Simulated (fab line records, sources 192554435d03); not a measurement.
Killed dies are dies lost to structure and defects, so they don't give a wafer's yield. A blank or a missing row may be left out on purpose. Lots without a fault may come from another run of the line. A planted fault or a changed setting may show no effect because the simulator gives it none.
fab line records | flow n5_finfet
record lots=13 wafers=37 last_day=18
route steps=1938 shown BEOL_M5@1177
lots that met no fault: from a run of the same line without faults
start_h: hours from the record's first day to the start of the lot's first wafer shown | wait_h: hours since the lot's step before | " the same as in the row above | L1.1+2: a row that stands for several wafers | - no value, or no start given | * or withheld: withheld | < > ~ a bound
route shown NAME@n: a module of which the file shows steps, and the number in the route of the first | usual: mean/standard deviation of fault-free wafers | same: alike in all rows | chamber/n: place in a boat | sites: the reading at each site | _std_site: their standard deviation | _edge_site: outer sites' mean less inner sites' | radius_mm: how far each site lies from the wafer's centre | mask NAME#n: copy n | behind: the tool/chamber that last shaped the wafer | hold: why the lot was held/for how many hours/how that ended | device: the transistor (n, p or np) that didn't switch | end of line: the same wafers' tests at the end of the route | a step without rows: its recipe alone | killed: dies lost to structure and defects at the first sort, not the wafer's yield | map: a wafer's dies, x killed, . not, _ none there
set.NAME: the setting as run; set.NAME@STEP: as run at that earlier step | model.NAME: the simulator's own value behind a step, which no gauge read
steps of the route over a sample of lots; a table a step, a row a wafer
services: from which hour (start_h, from the record's first day; less than 0 if before it) a tool's chamber was out of use, for how many hours, and why
## steps
# step N5_BEOL_M5_SPUTTER_81
# recipe material=Cu target_thk_a=150 temp_c=-20 chamber_pressure_pa=0.07 power_w=withheld time_s=27.62
# usual chamber_pressure_pa=0.06999/0.00013 throttle_valve_pct=30.2/0.7
# columns lot.wafer tool chamber start_h wait_h chamber_pressure_pa throttle_valve_pct
L719.2 pvd_sputter-01 - 171.15 0.5 0.06989 29.8
L719.3 " - " " 0.07004 29.8
L719.4 " - " " 0.06987 30.2
L720.3 pvd_sputter-02 - 178.58 1.0 0.07005 30.4
L720.5 " - " " 0.06994 30.2
L721.1 pvd_sputter-03 - 184.56 0.5 0.06987 30.3
L721.2 " - " " 0.07009 29.7
L721.5 " - " " 0.06976 31.4
L724.1 pvd_sputter-03 - 211.91 0.5 0.06783 30.8
L724.4 " - " " 0.06765 30.3
L724.6 " - " " 0.06752 30.2
L726.1 pvd_sputter-03 - 218.81 0.5 0.06754 30.1
L726.2 " - " " 0.06752 31.8
L726.3 " - " " 0.06765 30.8
L727.1 pvd_sputter-03 - 226.72 0.5 0.06765 30.0
L727.3 " - " " 0.0677 30.4
L727.6 " - " " 0.06758 30.1
L728.2 pvd_sputter-02 - 228.12 0.5 0.06987 29.9
L728.5 " - " " 0.07005 30.4
L728.6 " - " " 0.06987 31.1
L732.2 pvd_sputter-01 - 248.65 0.5 0.07005 30.5
L732.3 " - " " 0.07007 30.5
L736.2 pvd_sputter-01 - 277.73 0.5 0.07012 29.6
L736.4 " - " " 0.0699 29.7
L736.5 " - " " 0.06987 29.8
L737.1 pvd_sputter-03 - 294.12 0.5 0.06987 31.4
L737.4 " - " " 0.06997 29.6
L737.6 " - " " 0.07019 29.7
L740.2 pvd_sputter-03 - 304.16 0.5 0.07007 29.3
L740.3 " - " " 0.06998 30.2
L740.5 " - " " 0.06991 30.3
L739.1 pvd_sputter-01 - 309.85 0.5 0.06994 29.9
L739.2 " - " " 0.07009 30.4
L739.5 " - " " 0.06996 29.9
L741.2 pvd_sputter-03 - 312.01 0.5 0.06998 29.8
L741.4 " - " " 0.07019 31.6
L741.6 " - " " 0.07003 29.1
# step N5_BEOL_M5_SPUTTER_88
# recipe material=Cu target_thk_a=150 temp_c=-20 chamber_pressure_pa=0.07 power_w=withheld time_s=27.62
# usual chamber_pressure_pa=0.07001/0.00014 throttle_valve_pct=30.2/0.74
# columns lot.wafer tool chamber start_h wait_h chamber_pressure_pa throttle_valve_pct
L719.2 pvd_sputter-01 - 173.32 0.5 0.06969 29.2
L719.3 " - " " 0.07004 29.6
L719.4 " - " " 0.06995 30.3
L720.3 pvd_sputter-02 - 182.93 1.0 0.06974 30.4
L720.5 " - " " 0.0699 30.4
L721.1 pvd_sputter-03 - 186.73 0.5 0.07001 30.0
L721.2 " - " " 0.0701 29.6
L721.5 " - " " 0.07018 31.3
L724.1 pvd_sputter-03 - 214.26 0.5 0.0699 29.9
L724.4 " - " " 0.07001 29.4
L724.6 " - " " 0.0702 29.5
L726.1 pvd_sputter-03 - 220.98 0.5 0.06991 29.3
L726.2 " - " " 0.06999 31.9
L726.3 " - " " 0.06996 30.4
L727.1 pvd_sputter-03 - 228.89 0.5 0.07019 29.5
L727.3 " - " " 0.07016 29.8
L727.6 " - " " 0.07018 29.5
L728.2 pvd_sputter-02 - 230.29 0.5 0.07 29.7
L728.5 " - " " 0.07027 30.6
L728.6 " - " " 0.06992 31.2
L732.2 pvd_sputter-01 - 250.83 0.5 0.07012 30.2
L732.3 " - " " 0.07002 30.4
L736.2 pvd_sputter-01 - 279.91 0.5 0.06999 29.6
L736.4 " - " " 0.07014 29.5
L736.5 " - " " 0.07011 30.0
L737.1 pvd_sputter-03 - 296.30 0.5 0.07008 31.5
L737.4 " - " " 0.06995 29.6
L737.6 " - " " 0.07005 29.7
L740.2 pvd_sputter-03 - 306.34 0.5 0.06994 29.4
L740.3 " - " " 0.07017 30.3
L740.5 " - " " 0.0702 30.1
L739.1 pvd_sputter-01 - 312.02 0.5 0.06992 29.9
L739.2 " - " " 0.07 30.1
L739.5 " - " " 0.06987 29.5
L741.2 pvd_sputter-03 - 314.18 0.5 0.06997 29.2
L741.4 " - " " 0.06983 31.6
L741.6 " - " " 0.07021 29.8
# step N5_BEOL_M5_ANNEAL_89
# recipe temp_c=400 time_s=1800 ambient=vacuum
# usual heater_power_w=842/110
# columns lot.wafer tool chamber start_h wait_h heater_power_w
L719.2 pvd_sputter-01 - 173.40 0.0 792
L719.3 " - " " 688
L719.4 " - " " 782
L720.3 pvd_sputter-02 - 183.09 0.1 984
L720.5 " - 184.09 1.0 697
L721.1 pvd_sputter-03 - 186.81 0.0 805
L721.2 " - " " 942
L721.5 " - " " 680
L724.1 pvd_sputter-03 - 214.35 0.0 795
L724.4 " - " " 941
L724.6 " - " " 897
L726.1 pvd_sputter-03 - 221.06 0.0 900
L726.2 " - " " 677
L726.3 " - " " 807
L727.1 pvd_sputter-03 - 228.97 0.0 984
L727.3 " - " " 890
L727.6 " - " " 1006
L728.2 pvd_sputter-02 - 230.37 0.0 795
L728.5 " - " " 980
L728.6 " - " " 765
L732.2 pvd_sputter-01 - 250.91 0.0 975
L732.3 " - " " 819
L736.2 pvd_sputter-01 - 279.99 0.0 805
L736.4 " - " " 722
L736.5 " - " " 723
L737.1 pvd_sputter-03 - 296.38 0.0 672
L737.4 " - " " 982
L737.6 " - " " 921
L740.2 pvd_sputter-03 - 306.42 0.0 978
L740.3 " - " " 828
L740.5 " - " " 822
L739.1 pvd_sputter-01 - 312.10 0.0 728
L739.2 " - " " 968
L739.5 " - " " 719
L741.2 pvd_sputter-03 - 314.26 0.0 935
L741.4 " - " " 672
L741.6 " - " " 989
# step N5_BEOL_M5_ANNEAL_51
# recipe temp_c=225 time_s=90 ambient=N2
# usual anneal_temp_c_max=226.4/0.3 wafer_temp_C_max=225.72/0.2
# columns lot.wafer tool chamber start_h wait_h anneal_temp_c_max wafer_temp_C_max
L719.2 rtp_anneal-02 0 174.66 0.1 225.9 225.81
L719.3 " 0 " " 226.2 225.66
L719.4 " 0 " " 226.3 225.71
L720.3 rtp_anneal-01 0 185.47 0.1 227.1 226.09
L720.5 " 0 " " 226.5 225.66
L721.1 rtp_anneal-01 0 188.02 0.1 226.6 225.64
L721.2 " 0 " " 226.4 225.75
L721.5 " 0 " " 226.3 225.56
L724.1 rtp_anneal-01 0 215.65 0.1 226.7 225.68
L724.4 " 0 " " 226.6 225.75
L724.6 " 0 " " 226.7 225.67
L726.1 rtp_anneal-01 0 222.51 0.3 226.5 225.97
L726.2 " 0 " " 226.3 225.62
L726.3 " 0 " " 226.2 225.79
L727.1 rtp_anneal-01 0 230.96 0.8 226.3 225.78
L727.3 " 0 " " 226.1 225.68
L727.6 " 0 " " 226.6 225.76
L728.2 rtp_anneal-01 0 231.72 0.2 226.3 225.78
L728.5 " 0 " " 226.2 225.73
L728.6 " 0 " " 226.8 225.46
L732.2 rtp_anneal-01 0 252.16 0.1 227.0 225.47
L732.3 " 0 " " 226.7 225.13
L736.2 rtp_anneal-02 0 281.24 0.1 226.2 225.82
L736.4 " 0 " " 226.3 225.57
L736.5 " 0 " " 226.4 225.66
L737.1 rtp_anneal-02 0 297.67 0.1 225.9 225.64
L737.4 " 0 " " 226.1 225.72
L737.6 " 0 " " 226.4 225.55
L740.2 rtp_anneal-02 0 307.67 0.1 226.3 225.40
L740.3 " 0 " " 226.5 225.50
L740.5 " 0 " " 226.4 225.73
L739.1 rtp_anneal-01 0 313.31 0.1 226.1 225.80
L739.2 " 0 " " 226.4 225.94
L739.5 " 0 " " 226.3 225.68
L741.2 rtp_anneal-02 0 315.55 0.1 227.0 226.43
L741.4 " 0 " " 226.2 225.82
L741.6 " 0 " " 226.3 225.58
## services
# columns tool chamber start_h hours kind
pvd_sputter-03 - 149.66 0.9 repair
rtp_anneal-02 - 226.70 4.6 pm
pvd_sputter-01 - 265.37 5.6 repair
## key
first_sign step=N5_BEOL_M5_SPUTTER_81 reading=chamber_pressure_pa direction=down sigmas=19 usual=0.06999 struck=0.06763
effect none on later readings
met_at N5_BEOL_M5_SPUTTER_81
struck_lots L724,L726,L727
not_acting_at N5_BEOL_M5_SPUTTER_88,N5_BEOL_M5_ANNEAL_89,N5_BEOL_M5_ANNEAL_51
onset_between 184.56 211.91
fault kind=process_parameter_drift tool=pvd_sputter-03 chamber=- onset_h=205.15 steps=N5_BEOL_M5_SPUTTER_81 channel=chamber_pressure_pa offset=-0.0023831 shape=step end_h=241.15 acts_in=these_recipes_only stated=0.07
